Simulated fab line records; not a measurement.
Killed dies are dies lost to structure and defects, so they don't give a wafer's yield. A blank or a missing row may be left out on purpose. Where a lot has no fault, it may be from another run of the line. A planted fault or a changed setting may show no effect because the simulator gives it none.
Which tool is to blame? / flow n5Finfet / 11 lots with 33 wafers sampled at 3 steps, on a route of 1938 steps

## WHAT THE GAUGES READ, wafer by wafer
N5_BEOL_M8_CD_MEAS_18: pitch 80 nm, target cd 40 nm. Usual: 39.7 nm for cdNm, sd 0.52.
lot=L818; measured=day 10 03:51; on=cdSem-01; cdNm (nm)=39.1 39.2 38.7; flag=
lot=L819; measured=day 10 18:28; on=cdSem-02; cdNm (nm)=39.7 40.1 40.1; flag=
lot=L829; measured=day 12 23:29; on=cdSem-01; cdNm (nm)=39.8 39.8 40.0; flag=
lot=L832; measured=day 15 06:34; on=cdSem-03; cdNm (nm)=39.0 39.5 39.6; flag=
lot=L834; measured=day 15 12:26; on=cdSem-02; cdNm (nm)=40.2 39.6 40.3; flag=
lot=L837; measured=day 16 02:35; on=cdSem-03; cdNm (nm)=40.8 40.3 40.1; flag=
lot=L836; measured=day 16 07:28; on=cdSem-02; cdNm (nm)=39.3 39.9 40.1; flag=
lot=L838; measured=day 16 11:17; on=cdSem-01; cdNm (nm)=40.2 40.3 39.4; flag=
lot=L835; measured=day 16 11:21; on=cdSem-02; cdNm (nm)=38.3 38.5 39.5; flag=
lot=L841; measured=day 17 00:56; on=cdSem-03; cdNm (nm)=39.7 39.5 39.6; flag=
lot=L839; measured=day 17 01:22; on=cdSem-01; cdNm (nm)=40.5 40.5 39.6; flag=

N5_BEOL_M8_OVL_MEAS_29. Usual: V7_OVL typically reads 0.4 nm, with standard deviation 0.6.
lot=L818; measured=day 10 08:53; on=overlay-01; V7_OVL (nm)=-0.1 -1.0 0.2; flag=
lot=L819; measured=day 10 23:25; on=overlay-02; V7_OVL (nm)=-0.6 -0.3 -0.8; flag=
lot=L829; measured=day 13 01:07; on=overlay-02; V7_OVL (nm)=0.7 1.3 0.8; flag=
lot=L832; measured=day 15 07:02; on=overlay-02; V7_OVL (nm)=0.4 1.5 0.7; flag=
lot=L834; measured=day 15 13:43; on=overlay-01; V7_OVL (nm)=0.5 1.0 0.7; flag=
lot=L837; measured=day 16 05:22; on=overlay-01; V7_OVL (nm)=0.2 0.4 1.1; flag=
lot=L836; measured=day 16 07:55; on=overlay-01; V7_OVL (nm)=0.1 0.1 0.5; flag=
lot=L838; measured=day 16 12:50; on=overlay-01; V7_OVL (nm)=0.8 0.7 0.5; flag=
lot=L835; measured=day 16 12:37; on=overlay-01; V7_OVL (nm)=1.2 0.8 0.9; flag=
lot=L841; measured=day 17 01:18; on=overlay-01; V7_OVL (nm)=0.1 1.6 1.7; flag=
lot=L839; measured=day 17 01:43; on=overlay-02; V7_OVL (nm)=-0.4 -1.0 -1.4; flag=

## EACH LOT AND THE TOOL THAT RAN IT (in order: tool; ch and the chambers of the sampled wafers; start)
lot=L818; N5_BEOL_M8_HM_OPEN_17=rieMetal-03 ch 0, day 10 03:40
lot=L819; N5_BEOL_M8_HM_OPEN_17=rieMetal-01 ch 0,1, day 10 18:16
lot=L829; N5_BEOL_M8_HM_OPEN_17=rieMetal-02 ch 0,1, day 12 23:18
lot=L832; N5_BEOL_M8_HM_OPEN_17=rieMetal-02 ch 0,1, day 15 06:23
lot=L834; N5_BEOL_M8_HM_OPEN_17=rieMetal-01 ch 0, day 15 12:15
lot=L837; N5_BEOL_M8_HM_OPEN_17=rieMetal-01 ch 0,1, day 16 02:23
lot=L836; N5_BEOL_M8_HM_OPEN_17=rieMetal-03 ch 0,1, day 16 07:17
lot=L838; N5_BEOL_M8_HM_OPEN_17=rieMetal-03 ch 0,1, day 16 11:07
lot=L835; N5_BEOL_M8_HM_OPEN_17=rieMetal-02 ch 1, day 16 11:10
lot=L841; N5_BEOL_M8_HM_OPEN_17=rieMetal-03 ch 0,1, day 17 00:44
lot=L839; N5_BEOL_M8_HM_OPEN_17=rieMetal-02 ch 0,1, day 17 01:13
- N5_BEOL_M8_HM_OPEN_17: chemistry Cl2/BCl3, target TiN, target depth 20 nm, overetch 6 nm.

## WHAT THE TOOLS THEMSELVES READ (means of the sampled wafers that have a number; where no wafer has one, the mark that the record gives instead)
N5_BEOL_M8_HM_OPEN_17. Usual: drypumpMotorCurrentA 5.94 A, standard deviation 0.12; oesProductAu 0.70 a.u., standard deviation 0.072; throttleValvePct 21.99 %, standard deviation 0.26.
lot=L818; tool=rieMetal-03; drypumpMotorCurrentA (A)=5.80; oesProductAu (a.u.)=0.79; throttleValvePct (%)=22.35; flag=
lot=L819; tool=rieMetal-01; drypumpMotorCurrentA (A)=5.93; oesProductAu (a.u.)=0.67; throttleValvePct (%)=21.81; flag=
lot=L829; tool=rieMetal-02; drypumpMotorCurrentA (A)=6.03; oesProductAu (a.u.)=0.65; throttleValvePct (%)=22.21; flag=
lot=L832; tool=rieMetal-02; drypumpMotorCurrentA (A)=6.02; oesProductAu (a.u.)=0.64; throttleValvePct (%)=22.22; flag=
lot=L834; tool=rieMetal-01; drypumpMotorCurrentA (A)=6.04; oesProductAu (a.u.)=0.82; throttleValvePct (%)=21.70; flag=
lot=L837; tool=rieMetal-01; drypumpMotorCurrentA (A)=5.98; oesProductAu (a.u.)=0.77; throttleValvePct (%)=21.75; flag=
lot=L836; tool=rieMetal-03; drypumpMotorCurrentA (A)=5.88; oesProductAu (a.u.)=0.73; throttleValvePct (%)=22.04; flag=
lot=L838; tool=rieMetal-03; drypumpMotorCurrentA (A)=5.89; oesProductAu (a.u.)=0.73; throttleValvePct (%)=22.02; flag=
lot=L835; tool=rieMetal-02; drypumpMotorCurrentA (A)=5.81; oesProductAu (a.u.)=0.63; throttleValvePct (%)=21.87; flag=
lot=L841; tool=rieMetal-03; drypumpMotorCurrentA (A)=5.90; oesProductAu (a.u.)=0.72; throttleValvePct (%)=22.03; flag=
lot=L839; tool=rieMetal-02; drypumpMotorCurrentA (A)=6.03; oesProductAu (a.u.)=0.64; throttleValvePct (%)=22.21; flag=

## THE ANSWER, worked out from the rows above alone
Rule: lot off if the mean of its wafers having a number is beyond 3 standard deviations from the usual mean. Also off: a lot with no number at a reading for which 4 or more lots have one. Where the step has rows for the other lots, those lots are counted as sound. After the gauges, taken in route order, come the tools' own readings; for these a lot's mean is taken, as printed above. At the first step where some lot is off, the reading lying furthest off is the one used; lots without a number count as furthest.
No lot is off at any reading shown: from this, nothing can be told.

## WHAT HAD BEEN PUT IN BY THE SIMULATOR
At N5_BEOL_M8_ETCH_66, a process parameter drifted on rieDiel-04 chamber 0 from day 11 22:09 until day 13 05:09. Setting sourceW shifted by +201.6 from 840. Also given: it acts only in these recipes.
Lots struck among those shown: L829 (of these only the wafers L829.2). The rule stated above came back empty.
